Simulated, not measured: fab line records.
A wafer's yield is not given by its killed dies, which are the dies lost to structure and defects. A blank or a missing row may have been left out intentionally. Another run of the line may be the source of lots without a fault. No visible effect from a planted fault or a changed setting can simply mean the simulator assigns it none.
Chamber matching :: flow nand-harc :: NHARC_A_CHANNEL_FILL_D1_CMP_10 on cmp-03 has 4 sister chambers
The step polishes, target thk 150 nm. 4 wafers are shown with their chamber, then 8 later ones without.

WAFERS, EACH WITH ITS CHAMBER
wafer: L538.3
chamber: 1
time-to-endpoint-s (s): 17.3

wafer: L538.5
chamber: 2
time-to-endpoint-s (s): 10.1

wafer: L538.6
chamber: 3
time-to-endpoint-s (s): 20.2

wafer: L539.2
chamber: 0
time-to-endpoint-s (s): 15.7

WAFERS WHOSE CHAMBER IS MISSING
wafer: L539.4
time-to-endpoint-s (s): 15.9

wafer: L539.5
time-to-endpoint-s (s): 9.4

wafer: L542.1
time-to-endpoint-s (s): 15.9

wafer: L542.4
time-to-endpoint-s (s): 14.4

wafer: L542.6
time-to-endpoint-s (s): 11.3

wafer: L545.3
time-to-endpoint-s (s): 14.9

wafer: L545.4
time-to-endpoint-s (s): 13.6

wafer: L545.5
time-to-endpoint-s (s): 15.3

EACH ONE'S CHAMBER
wafer: L539.4
from the rows above: can't be placed: 0 or 1
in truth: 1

wafer: L539.5
from the rows above: 2
in truth: 2

wafer: L542.1
from the rows above: can't be placed: 0 or 1
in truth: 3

wafer: L542.4
from the rows above: can't be placed: 0 or 1
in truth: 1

wafer: L542.6
from the rows above: 2
in truth: 2

wafer: L545.3
from the rows above: can't be placed: 0 or 1
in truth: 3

wafer: L545.4
from the rows above: can't be placed: 0 or 2 or 1
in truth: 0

wafer: L545.5
from the rows above: can't be placed: 0 or 1
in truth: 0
Correctly placed: 2 of 8. These rows do not allow placing 6 (true chamber among the candidates in 4). Number placed wrongly: 0.
How it was worked out, from the rows above alone: a wafer's distance from a chamber is the root of the sum, over the readings, of the square of ((its reading less the chamber's mean) divided by the reading's scatter). If the next closest chamber is less than 2 further off than the closest, the wafer can't be placed; otherwise it belongs to the closest. The mean given for a chamber averages the wafers shown for that chamber. The scatter: root of mean squared gap, hidden wafer to nearest shown wafer, with one shown wafer a chamber.
